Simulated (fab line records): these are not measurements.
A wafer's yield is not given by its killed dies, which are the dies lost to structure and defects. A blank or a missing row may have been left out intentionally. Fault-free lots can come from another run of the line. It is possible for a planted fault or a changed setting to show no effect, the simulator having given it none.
Lot-split experiment	flow n5Finfet	21 wafers read from 7 lots, route of 1938 steps

ON THE SPLIT
At N5_SD_EPI_N_ETCH_16 (etches SiO2 in CHF3/O2, target depth 5 nm), the setting targetDepthA was moved away from the recipe's 50 angstrom on 8 of the 21 wafers read, by -10.3% to +9.9%. This setting was run at the recipe's value on the other wafers.

The reading is taken at the split's own step.

THE READING
etch.depthNm (the simulator's own value, which no gauge read), in nm, at N5_SD_EPI_N_ETCH_16 (etches SiO2 in CHF3/O2, target depth 5 nm). There is no usual value for it anywhere in the file. Here, 13 wafers ran the recipe; their average is 4.977 nm with a standard deviation of 0.071 nm.

wafer	tool, chamber at the split	targetDepthA as run, angstrom	against the recipe	etch.depthNm, nm	against lot-mates on the recipe
L077.3	rieDiel-02, 0	50	recipe	4.877	-
L077.4	rieDiel-02, 3	47.34	-5.3%	4.695	-0.175
L077.5	rieDiel-02, 0	50	recipe	4.863	-
L079.3	rieDiel-02, 1	54.34	+8.7%	5.299	+0.367
L079.5	rieDiel-02, 0	50	recipe	4.903	-
L079.6	rieDiel-02, 1	50	recipe	4.961	-
L082.4	rieDiel-05, 3	50	recipe	5.013	-
L082.5	rieDiel-05, 2	50	recipe	4.978	-
L082.6	rieDiel-05, 1	50	recipe	4.92	-
L091.3	rieDiel-06, 2	54.95	+9.9%	5.569	no lot-mate on the recipe
L091.4	rieDiel-06, 0	54.95	+9.9%	5.58	no lot-mate on the recipe
L091.5	rieDiel-06, 1	54.95	+9.9%	5.471	no lot-mate on the recipe
L093.1	rieDiel-06, 0	50	recipe	5.113	-
L093.2	rieDiel-06, 2	44.85	-10.3%	4.547	-0.545
L093.4	rieDiel-06, 2	50	recipe	5.07	-
L094.2	rieDiel-06, 0	50	recipe	5.024	-
L094.4	rieDiel-06, 1	50	recipe	4.953	-
L094.6	rieDiel-06, 2	50	recipe	5.029	-
L095.2	rieDiel-06, 2	48.14	-3.7%	4.825	-0.173
L095.5	rieDiel-06, 2	48.14	-3.7%	4.829	-0.169
L095.6	rieDiel-06, 3	50	recipe	4.998	-

THE FIT
A straight line over all 21 wafers: etch.depthNm changes by +0.0497 nm for each +1% of targetDepthA; r = +0.96; the points scatter about the line by 0.075 nm.
The same after taking each lot's own level away (the mean of its wafers on the recipe; 18 wafers): +0.0462 nm for each +1%; r = +0.98; scatter 0.037 nm.
The reading moves by 0.48 nm for the largest change in targetDepthA, on that fit.
The span of the lots' own levels, 4.8700 to 5.0915 nm, comes to 3.1 times the standard deviation stated above.
So the lot-to-lot level changes the slope little: the two slopes agree.
Check: with one of the wafers moved furthest among these (-10.3%) left out of the fit, the line predicts -0.422 nm for it against its lot-mates. Against them it came out at -0.545 nm.

OTHER SPLITS APPLIED TO THESE WAFERS
Before the reading, these wafers also passed through other splits. Each is held against what the fit with the lots' levels taken away leaves over:
other split on the same wafers	wafers away from the commonest value	r with etch.depthNm (lot level and that fit taken away)
N5_DUMMY_GATE_ETCH_31 targetDepthA	4	-0.47
N5_DUMMY_GATE_ETCH_32 timeS	7	-0.35

THE FILE'S OWN FIT
etch.depthNm changes by +0.0464 nm for each +1% of targetDepthA, r = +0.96.
